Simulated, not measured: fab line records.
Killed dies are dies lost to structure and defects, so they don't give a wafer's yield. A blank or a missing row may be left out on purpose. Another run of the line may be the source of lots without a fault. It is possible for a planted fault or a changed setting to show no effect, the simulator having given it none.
Matching of chambers | flow nandHarc | rieDiel-03 running NHARC_P_BONDPAD_ACTIVATE_29: 4 sister chambers
The step chemistry N2, time 60 s. 4 wafers are shown with their chamber, then 7 later ones without.

EACH WAFER AND ITS CHAMBER
wafer  | chamber | oesProductAu (a.u.)
L231.3 | 1       | 0.981
L234.3 | 3       | 1.010
L240.4 | 2       | 1.017
L240.5 | 0       | 0.969

WAFERS WITHOUT THEIR CHAMBER
wafer  | oesProductAu (a.u.)
L240.6 | 0.983
L244.3 | 1.020
L244.5 | 1.024
L244.6 | 0.993
L252.2 | 0.970
L252.3 | 0.974
L252.4 | 1.004

WHICH CHAMBER EACH ONE RAN IN
wafer  | from the rows above               | in truth
L240.6 | can't be placed: 1 or 0           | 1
L244.3 | can't be placed: 2 or 3           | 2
L244.5 | can't be placed: 2 or 3           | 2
L244.6 | can't be placed: 1 or 3 or 2 or 0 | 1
L252.2 | can't be placed: 0 or 1           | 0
L252.3 | can't be placed: 0 or 1           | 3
L252.4 | can't be placed: 3 or 2           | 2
Correctly placed: 0 of 7. Unplaceable from these rows: 7, with the true chamber sitting among the candidates in 6. Wrongly placed: 0.
How it was worked out, from the rows above alone: a wafer's distance from a chamber is the root of the sum, over the readings, of the square of ((its reading less the chamber's mean) divided by the reading's scatter). If the next closest chamber is less than 2 further off than the closest, the wafer can't be placed; otherwise it belongs to the closest. Each chamber's mean is taken over the wafers shown for it. The scatter: root of mean squared gap, hidden wafer to nearest shown wafer, with one shown wafer a chamber.
